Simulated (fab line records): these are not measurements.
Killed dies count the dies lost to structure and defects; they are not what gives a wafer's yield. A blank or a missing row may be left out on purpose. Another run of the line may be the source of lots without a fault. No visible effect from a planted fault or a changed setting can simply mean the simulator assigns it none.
Matching of chambers || flow nandHarc || NHARC_A_STAIRCASE_ALD_420 on aldHk-03: 4 sister chambers
The step deposits SiO2, target thk 20 nm, pulse time 6 s, ald cycles 200. 4 wafers are shown with their chamber, then 8 later ones without.

WAFERS WITH THEIR CHAMBER
{"wafer": "L083.3", "chamber": 1, "heaterPowerW (W)": 515}
{"wafer": "L086.4", "chamber": 3, "heaterPowerW (W)": 474}
{"wafer": "L086.6", "chamber": 0, "heaterPowerW (W)": 516}
{"wafer": "L089.2", "chamber": 2, "heaterPowerW (W)": 377}

WAFERS WITHOUT THEIR CHAMBER
{"wafer": "L089.4", "heaterPowerW (W)": 471}
{"wafer": "L089.5", "heaterPowerW (W)": 455}
{"wafer": "L088.3", "heaterPowerW (W)": 372}
{"wafer": "L088.5", "heaterPowerW (W)": 451}
{"wafer": "L088.6", "heaterPowerW (W)": 520}
{"wafer": "L094.1", "heaterPowerW (W)": 492}
{"wafer": "L094.4", "heaterPowerW (W)": 464}
{"wafer": "L094.5", "heaterPowerW (W)": 483}

EACH ONE'S CHAMBER
{"wafer": "L089.4", "from the rows above": 3, "in truth": 3}
{"wafer": "L089.5", "from the rows above": 3, "in truth": 3}
{"wafer": "L088.3", "from the rows above": 2, "in truth": 2}
{"wafer": "L088.5", "from the rows above": 3, "in truth": 3}
{"wafer": "L088.6", "from the rows above": "can't be placed: 0 or 1", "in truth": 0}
{"wafer": "L094.1", "from the rows above": "can't be placed: 3 or 1 or 0", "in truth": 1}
{"wafer": "L094.4", "from the rows above": 3, "in truth": 3}
{"wafer": "L094.5", "from the rows above": "can't be placed: 3 or 1 or 0", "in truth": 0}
Correctly placed: 5 of 8. Cannot be placed on the basis of these rows: 3; the candidates contain the true chamber in 3. Placed wrongly: 0.
How it was worked out, from the rows above alone: a wafer's distance from a chamber is the root of the sum, over the readings, of the square of ((its reading less the chamber's mean) divided by the reading's scatter). The wafer belongs to the nearest chamber; if the next one is less than 2 further off, it can't be placed. The mean given for a chamber averages the wafers shown for that chamber. The scatter: root of mean squared gap, hidden wafer to nearest shown wafer, with one shown wafer a chamber.
